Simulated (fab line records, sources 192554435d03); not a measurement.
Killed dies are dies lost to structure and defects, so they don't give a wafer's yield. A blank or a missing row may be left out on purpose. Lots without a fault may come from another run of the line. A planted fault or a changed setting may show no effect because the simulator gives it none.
Which tool did it? | flow n5_finfet | 24 lots, 72 wafers sampled, at 6 steps of a route of 1938

WHAT THE GAUGES READ, wafer by wafer
N5_BEOL_M9_INSPECT_58: inspects for defects (darkfield). Usual: raw_defect_count 73, standard deviation 22.
lot  | measured     | on                | raw_defect_count | flag
L074 | day 9 21:54  | defect_inspect-01 | 87 88 83         |
L076 | day 10 14:27 | defect_inspect-02 | 117 69 88        |
L077 | day 10 17:53 | defect_inspect-01 | 71 90 59         |
L075 | day 11 04:29 | defect_inspect-02 | 78 52 55         |
L078 | day 11 10:31 | defect_inspect-01 | 74 79 82         |
L080 | day 12 07:47 | defect_inspect-02 | 56 82 64         |
L079 | day 12 12:44 | defect_inspect-02 | 85 64 75         |
L082 | day 12 13:00 | defect_inspect-01 | 67 86 60         |
L081 | day 12 16:23 | defect_inspect-01 | 56 64 70         |
L083 | day 12 17:31 | defect_inspect-01 | 52 40 66         |
L085 | day 13 13:09 | defect_inspect-02 | 104 46 65        |
L084 | day 13 15:56 | defect_inspect-01 | 95 42 58         |
L088 | day 13 20:44 | defect_inspect-01 | 55 74 41         |
L087 | day 13 22:20 | defect_inspect-01 | 57 57 86         |
L089 | day 14 00:26 | defect_inspect-01 | 48 64 61         |
L086 | day 14 00:43 | defect_inspect-02 | 78 106 50        |
L090 | day 14 09:29 | defect_inspect-01 | 86 81 64         |
L091 | day 14 14:14 | defect_inspect-01 | 33 72 71         |
L092 | day 15 00:20 | defect_inspect-02 | 87 26 71         |
L093 | day 15 16:29 | defect_inspect-02 | 66 56 41         |
L095 | day 16 05:16 | defect_inspect-01 | 103 77 82        |
L094 | day 16 07:31 | defect_inspect-01 | 46 44 61         |
L096 | day 16 07:56 | defect_inspect-01 | 71 92 88         |
L097 | day 17 04:28 | defect_inspect-02 | 97 100 163       |

N5_BEOL_M10_INSPECT_13: inspects for defects (brightfield). Usual: raw_defect_count 432, standard deviation 100.
lot  | measured     | on                | raw_defect_count | flag
L074 | day 10 01:30 | defect_inspect-01 | 512 411 453      |
L076 | day 10 17:41 | defect_inspect-01 | 389 405 444      |
L077 | day 10 19:27 | defect_inspect-01 | 370 320 327      |
L075 | day 11 08:01 | defect_inspect-02 | 425 435 246      |
L078 | day 11 11:55 | defect_inspect-02 | 518 415 523      |
L080 | day 12 10:52 | defect_inspect-02 | 653 456 439      |
L079 | day 12 15:27 | defect_inspect-02 | 499 625 420      |
L082 | day 12 15:14 | defect_inspect-02 | 350 384 421      |
L081 | day 12 17:50 | defect_inspect-01 | 397 683 459      |
L083 | day 12 20:16 | defect_inspect-02 | 502 241 394      |
L085 | day 13 14:28 | defect_inspect-02 | 546 419 515      |
L084 | day 13 18:02 | defect_inspect-01 | 335 393 337      |
L088 | day 13 22:59 | defect_inspect-01 | 301 292 381      |
L087 | day 14 00:10 | defect_inspect-01 | 384 418 703      |
L089 | day 14 03:31 | defect_inspect-01 | 256 263 215      |
L086 | day 14 03:49 | defect_inspect-01 | 476 483 441      |
L090 | day 14 12:26 | defect_inspect-01 | 477 345 311      |
L091 | day 14 16:17 | defect_inspect-01 | 640 531 468      |
L092 | day 15 03:44 | defect_inspect-02 | 585 438 599      |
L093 | day 15 18:25 | defect_inspect-02 | 348 322 367      |
L095 | day 16 07:21 | defect_inspect-01 | 577 455 524      |
L094 | day 16 09:28 | defect_inspect-01 | 350 350 382      |
L096 | day 16 10:37 | defect_inspect-02 | 585 555 370      |
L097 | day 17 07:46 | defect_inspect-02 | 533 691 574      |

N5_BEOL_M11_CD_MEAS_11: target cd 64.1 nm. Usual: cd_nm 64.1 nm, standard deviation 0.51.
lot  | measured     | on        | cd_nm (nm)     | flag
L074 | day 10 08:04 | cd_sem-03 | 63.9 64.0 63.8 |
L076 | day 11 04:34 | cd_sem-03 | 64.2 64.1 63.6 |
L077 | day 11 04:20 | cd_sem-01 | 64.7 64.2 64.7 |
L075 | day 11 14:53 | cd_sem-02 | 63.5 64.4 63.5 |
L078 | day 11 23:53 | cd_sem-02 | 64.3 64.5 65.2 |
L080 | day 12 20:11 | cd_sem-01 | 64.0 64.0 63.2 |
L079 | day 12 23:46 | cd_sem-02 | 64.1 64.5 64.8 |
L082 | day 12 23:35 | cd_sem-02 | 63.1 63.4 63.3 |
L081 | day 12 23:55 | cd_sem-02 | 62.9 62.9 63.8 |
L083 | day 13 05:09 | cd_sem-02 | 63.7 64.2 63.8 |
L085 | day 14 02:44 | cd_sem-02 | 64.1 64.8 63.7 |
L084 | day 14 03:40 | cd_sem-01 | 63.9 63.6 64.5 |
L088 | day 14 08:17 | cd_sem-01 | 63.8 63.5 63.2 |
L087 | day 14 08:08 | cd_sem-01 | 64.7 64.1 64.7 |
L089 | day 14 12:47 | cd_sem-01 | 63.8 64.5 64.3 |
L086 | day 14 12:35 | cd_sem-03 | 64.4 63.8 64.8 |
L090 | day 14 19:02 | cd_sem-03 | 63.9 64.0 64.5 |
L091 | day 15 03:47 | cd_sem-01 | 64.5 64.6 64.1 |
L092 | day 15 11:49 | cd_sem-01 | 63.9 64.1 63.8 |
L093 | day 16 02:43 | cd_sem-02 | 64.7 64.9 64.7 |
L095 | day 16 14:55 | cd_sem-03 | 64.7 64.2 64.3 |
L094 | day 16 17:23 | cd_sem-02 | 64.5 64.0 63.9 |
L096 | day 16 22:35 | cd_sem-01 | 64.5 63.8 64.4 |
L097 | day 17 15:07 | cd_sem-02 | 64.9 64.3 63.7 |

WHICH TOOL RAN EACH LOT (tool, then ch and the chambers of the sampled wafers, then the start)
lot  | N5_BEOL_M10_ILD_DEP_00          | N5_BEOL_M10_ETCH_61                | N5_BEOL_M10_CMP_52
L074 | pecvd-03 ch 1,2, day 9 21:56    | rie_diel-01 ch 0,2,3, day 10 01:59 | cmp-03 ch 0,1,2, day 10 06:10
L076 | pecvd-03 ch 0,1, day 10 14:29   | rie_diel-02 ch 0,1,3, day 10 17:46 | cmp-04 ch 0,3, day 11 01:17
L077 | pecvd-03 ch 0,1,2, day 10 17:55 | rie_diel-02 ch 0,2,3, day 10 19:31 | cmp-04 ch 0,1,2, day 11 00:50
L075 | pecvd-02 ch 0,2, day 11 04:31   | rie_diel-02 ch 2,3, day 11 08:05   | cmp-03 ch 0,1,3, day 11 12:13
L078 | pecvd-03 ch 0,1, day 11 10:32   | rie_diel-02 ch 0,1, day 11 11:59   | cmp-04 ch 0,1,2, day 11 18:39
L080 | pecvd-03 ch 0,2, day 12 07:49   | rie_diel-06 ch 0,3, day 12 11:21   | cmp-04 ch 1,2, day 12 17:42
L079 | pecvd-03 ch 0,2, day 12 12:46   | rie_diel-01 ch 1,2,3, day 12 15:37 | cmp-03 ch 0,1,2, day 12 20:59
L082 | pecvd-03 ch 0,2, day 12 13:02   | rie_diel-06 ch 0,1,2, day 12 15:19 | cmp-04 ch 0,2,3, day 12 20:48
L081 | pecvd-03 ch 0,2, day 12 16:25   | rie_diel-02 ch 1,3, day 12 17:54   | cmp-03 ch 0,3, day 12 21:35
L083 | pecvd-02 ch 0,1,2, day 12 17:34 | rie_diel-02 ch 0,1,2, day 12 20:20 | cmp-03 ch 0,2,3, day 13 00:43
L085 | pecvd-02 ch 0,1,2, day 13 13:11 | rie_diel-02 ch 0,2,3, day 13 14:46 | cmp-02 ch 1,2, day 13 22:28
L084 | pecvd-04 ch 0,1,2, day 13 15:58 | rie_diel-06 ch 0,1, day 13 18:06   | cmp-04 ch 0,2,3, day 13 23:38
L088 | pecvd-02 ch 0,1,2, day 13 20:47 | rie_diel-01 ch 0,1,2, day 13 23:02 | cmp-03 ch 0,1,2, day 14 05:59
L087 | pecvd-03 ch 0,1, day 13 22:22   | rie_diel-06 ch 1,3, day 14 00:14   | cmp-04 ch 0,2, day 14 05:26
L089 | pecvd-03 ch 0,2, day 14 00:29   | rie_diel-06 ch 2,3, day 14 03:56   | cmp-04 ch 1,2,3, day 14 09:26
L086 | pecvd-02 ch 0,1, day 14 00:45   | rie_diel-01 ch 1,2,3, day 14 04:26 | cmp-02 ch 0,1,3, day 14 09:19
L090 | pecvd-02 ch 0,1, day 14 09:32   | rie_diel-01 ch 1,2,3, day 14 12:37 | cmp-02 ch 2,3, day 14 16:23
L091 | pecvd-03 ch 0,1, day 14 14:16   | rie_diel-06 ch 1,2,3, day 14 16:59 | cmp-03 ch 2,3, day 15 00:22
L092 | pecvd-04 ch 1,2, day 15 00:22   | rie_diel-02 ch 0,1,3, day 15 03:49 | cmp-04 ch 0,1,3, day 15 09:19
L093 | pecvd-02 ch 0,2, day 15 16:32   | rie_diel-01 ch 0,1,3, day 15 18:29 | cmp-03 ch 0,2,3, day 16 00:01
L095 | pecvd-02 ch 0,1,2, day 16 05:19 | rie_diel-02 ch 0,1,3, day 16 07:35 | cmp-03 ch 0,1,3, day 16 12:53
L094 | pecvd-03 ch 0,1, day 16 07:34   | rie_diel-01 ch 0,1,2, day 16 09:41 | cmp-02 ch 1,2, day 16 15:19
L096 | pecvd-03 ch 1,2, day 16 07:58   | rie_diel-06 ch 0,3, day 16 11:08   | cmp-02 ch 0,1,3, day 16 17:35
L097 | pecvd-03 ch 0,1, day 17 04:31   | rie_diel-06 ch 0,2, day 17 07:51   | cmp-03 ch 2,3, day 17 12:11
- N5_BEOL_M10_ILD_DEP_00: deposits SiCOH lowk from DEMS/porogen, target thk 308.51 nm, time 58 s.
- N5_BEOL_M10_ETCH_61: etches SiARC in CF4, target depth 39 nm, time 65 s.
- N5_BEOL_M10_CMP_52: polishes, stops on SiCOH lowk, t overpolish 7 s, target thk 140 nm.

WHAT THE TOOLS THEMSELVES READ (means of the sampled wafers that have a number; where no wafer has one, the mark that the record gives instead)
N5_BEOL_M10_ILD_DEP_00. Usual: heater_power_w 288 W, standard deviation 32; showerhead_plenum_p_Torr 5.739 Torr, standard deviation 0.016; throttle_valve_pct 13.5 %, standard deviation 0.59.
lot  | tool     | heater_power_w (W) | showerhead_plenum_p_Torr (Torr) | throttle_valve_pct (%) | flag
L074 | pecvd-03 | 273                | 5.758                           | 13.2                   |
L076 | pecvd-03 | 278                | 5.745                           | 14.2                   |
L077 | pecvd-03 | 297                | 5.750                           | 13.5                   |
L075 | pecvd-02 | 279                | 5.731                           | 13.3                   |
L078 | pecvd-03 | 265                | 5.753                           | 13.7                   |
L080 | pecvd-03 | 313                | 5.748                           | 13.5                   |
L079 | pecvd-03 | 288                | 5.732                           | 13.9                   |
L082 | pecvd-03 | 296                | 5.746                           | 14.1                   |
L081 | pecvd-03 | 281                | 5.749                           | 13.5                   |
L083 | pecvd-02 | 310                | 5.730                           | 13.3                   |
L085 | pecvd-02 | 288                | 5.736                           | 13.2                   |
L084 | pecvd-04 | 273                | 5.736                           | 13.6                   |
L088 | pecvd-02 | 290                | 5.722                           | 13.3                   |
L087 | pecvd-03 | 269                | 5.747                           | 13.6                   |
L089 | pecvd-03 | 289                | 5.742                           | 13.6                   |
L086 | pecvd-02 | 280                | 5.730                           | 13.2                   |
L090 | pecvd-02 | 302                | 5.722                           | 13.6                   |
L091 | pecvd-03 | 279                | 5.744                           | 13.6                   |
L092 | pecvd-04 | 295                | 5.733                           | 13.6                   |
L093 | pecvd-02 | 316                | 5.739                           | 13.2                   |
L095 | pecvd-02 | 287                | 5.731                           | 13.3                   |
L094 | pecvd-03 | 269                | 5.750                           | 13.7                   |
L096 | pecvd-03 | 271                | 5.758                           | 13.3                   |
L097 | pecvd-03 | 293                | 5.737                           | 13.9                   |

N5_BEOL_M10_ETCH_61. Usual: chamber_pressure_mTorr 40.00 mTorr, standard deviation 0.035; drypump_motor_current_A 5.5 A, standard deviation 0.34; etch_rf_on_time_s 65.4 s, standard deviation 1.2; oes_product_au 0.65 a.u., standard deviation 0.07; rf_vpp_V 183.9 V, standard deviation 1.3; showerhead_plenum_p_Torr 2.13 Torr, standard deviation 0.059; throttle_valve_pct 15.81 %, standard deviation 0.22.
lot  | tool        | chamber_pressure_mTorr (mTorr) | drypump_motor_current_A (A) | etch_rf_on_time_s (s) | oes_product_au (a.u.) | rf_vpp_V (V) | showerhead_plenum_p_Torr (Torr) | throttle_valve_pct (%) | flag
L074 | rie_diel-01 | 40.01                          | 5.7                         | 64.3                  | 0.66                  | 184.3        | 2.14                            | 15.76                  |
L076 | rie_diel-02 | 39.99                          | 5.5                         | 66.4                  | 0.63                  | 184.1        | 2.13                            | 15.77                  |
L077 | rie_diel-02 | 39.99                          | 5.5                         | 65.2                  | 0.62                  | 183.9        | 2.10                            | 15.93                  |
L075 | rie_diel-02 | 39.99                          | 5.2                         | 65.4                  | 0.61                  | 184.5        | 2.15                            | 16.09                  |
L078 | rie_diel-02 | 39.94                          | 5.5                         | 65.3                  | 0.63                  | 183.0        | 2.11                            | 15.66                  |
L080 | rie_diel-06 | 39.99                          | 5.7                         | 66.1                  | 0.60                  | 184.0        | 2.10                            | 15.92                  |
L079 | rie_diel-01 | 40.03                          | 5.7                         | 64.7                  | 0.66                  | 183.1        | 2.15                            | 15.76                  |
L082 | rie_diel-06 | 39.98                          | 5.2                         | 65.3                  | 0.64                  | 185.3        | 2.17                            | 15.80                  |
L081 | rie_diel-02 | 40.06                          | 5.2                         | 65.1                  | 0.62                  | 185.0        | 2.18                            | 15.95                  |
L083 | rie_diel-02 | 40.00                          | 5.5                         | 66.2                  | 0.61                  | 182.8        | 2.08                            | 15.85                  |
L085 | rie_diel-02 | 39.96                          | 5.5                         | 66.7                  | 0.60                  | 183.3        | 2.10                            | 15.99                  |
L084 | rie_diel-06 | 39.98                          | 5.2                         | 65.0                  | 0.71                  | 184.4        | 2.14                            | 15.70                  |
L088 | rie_diel-01 | 40.00                          | 5.7                         | 66.5                  | 0.67                  | 184.2        | 2.15                            | 15.70                  |
L087 | rie_diel-06 | 40.01                          | 5.7                         | 64.8                  | 0.67                  | 182.4        | 2.07                            | 15.75                  |
L089 | rie_diel-06 | 39.98                          | 5.6                         | 65.7                  | 0.60                  | 183.1        | 2.10                            | 15.87                  |
L086 | rie_diel-01 | 39.97                          | 5.7                         | 64.7                  | 0.66                  | 184.0        | 2.14                            | 15.78                  |
L090 | rie_diel-01 | 40.04                          | 5.7                         | 64.4                  | 0.65                  | 183.9        | 2.14                            | 15.79                  |
L091 | rie_diel-06 | 40.00                          | 5.4                         | 65.2                  | 0.65                  | 183.3        | 2.12                            | 15.76                  |
L092 | rie_diel-02 | 40.02                          | 5.5                         | 66.0                  | 0.61                  | 184.2        | 2.12                            | 15.85                  |
L093 | rie_diel-01 | 40.03                          | 5.7                         | 66.0                  | 0.64                  | 184.0        | 2.14                            | 15.77                  |
L095 | rie_diel-02 | 40.01                          | 5.5                         | 65.8                  | 0.60                  | 185.3        | 2.12                            | 15.87                  |
L094 | rie_diel-01 | 40.00                          | 5.7                         | 65.4                  | 0.66                  | 183.5        | 2.14                            | 15.74                  |
L096 | rie_diel-06 | 40.01                          | 5.4                         | 63.9                  | 0.76                  | 184.3        | 2.14                            | 15.69                  |
L097 | rie_diel-06 | 40.02                          | 5.2                         | 63.3                  | 0.82                  | 183.7        | 2.19                            | 15.54                  |

N5_BEOL_M10_CMP_52. Usual: barrier_field_endpoint_s 29.0 s, standard deviation 0.69; clearing_platen_down_force_psi 1.5003 psi, standard deviation 0.0027; motor_current_A 6.3 A, standard deviation 0.71; overpolish_run_s 7.000 s, standard deviation 0.0095; time_to_endpoint_s 66.6 s, standard deviation 2.9.
lot  | tool   | barrier_field_endpoint_s (s) | clearing_platen_down_force_psi (psi) | motor_current_A (A) | overpolish_run_s (s) | time_to_endpoint_s (s) | flag
L074 | cmp-03 | 28.9                         | 1.4988                               | 6.3                 | 7.000                | 66.6                   |
L076 | cmp-04 | 28.2                         | 1.4981                               | 7.3                 | 6.996                | 65.0                   |
L077 | cmp-04 | 30.2                         | 1.5014                               | 6.5                 | 7.000                | 66.5                   |
L075 | cmp-03 | 28.7                         | 1.5003                               | 5.6                 | 6.999                | 63.5                   |
L078 | cmp-04 | 29.4                         | 1.4996                               | 6.4                 | 6.994                | 64.7                   |
L080 | cmp-04 | 28.9                         | 1.4991                               | 6.7                 | 6.999                | 65.7                   |
L079 | cmp-03 | 27.8                         | 1.5034                               | 6.1                 | 7.004                | 65.2                   |
L082 | cmp-04 | 28.9                         | 1.5011                               | 6.8                 | 7.007                | 65.6                   |
L081 | cmp-03 | 28.7                         | 1.5013                               | 5.4                 | 7.003                | 65.3                   |
L083 | cmp-03 | 29.4                         | 1.5011                               | 5.7                 | 6.993                | 66.4                   |
L085 | cmp-02 | 29.3                         | 1.4987                               | 6.4                 | 7.006                | 68.2                   |
L084 | cmp-04 | 29.1                         | 1.5015                               | 6.9                 | 6.991                | 65.1                   |
L088 | cmp-03 | 28.6                         | 1.5017                               | 6.2                 | 6.991                | 67.9                   |
L087 | cmp-04 | 28.8                         | 1.4999                               | 6.6                 | 6.998                | 63.1                   |
L089 | cmp-04 | 29.0                         | 1.5003                               | 6.8                 | 7.001                | 66.5                   |
L086 | cmp-02 | 29.2                         | 1.5017                               | 6.6                 | 6.991                | 67.0                   |
L090 | cmp-02 | 29.3                         | 1.4998                               | 6.1                 | 6.997                | 70.2                   |
L091 | cmp-03 | 28.3                         | 1.4995                               | 5.8                 | 7.006                | 64.3                   |
L092 | cmp-04 | 29.1                         | 1.5005                               | 6.7                 | 7.002                | 68.0                   |
L093 | cmp-03 | 28.6                         | 1.4992                               | 5.7                 | 7.003                | 65.7                   |
L095 | cmp-03 | 29.6                         | 1.5007                               | 5.8                 | 6.996                | 67.8                   |
L094 | cmp-02 | 28.7                         | 1.5023                               | 6.2                 | 7.000                | 68.2                   |
L096 | cmp-02 | 29.6                         | 1.5024                               | 6.8                 | 6.991                | 69.2                   |
L097 | cmp-03 | 29.5                         | 1.5013                               | 5.3                 | 7.002                | 63.5                   |

THE ANSWER, worked out from the rows above alone
Rule: a lot is off if the mean of its wafers that have a number lies more than 3 standard deviations from the usual mean. A lot without any number at a reading at which 4 lots or more have one is off too. The other lots that the step has rows for count as sound. The gauges are gone through in route order, then the tools' own readings, and for those a lot's mean is taken as printed above. The first step at which some lot is off is used, and at that step the reading that is off furthest; a lot without a number counts as furthest.
No lot is off at any reading shown: from this, nothing can be told.

WHAT THE SIMULATOR HAD PUT IN
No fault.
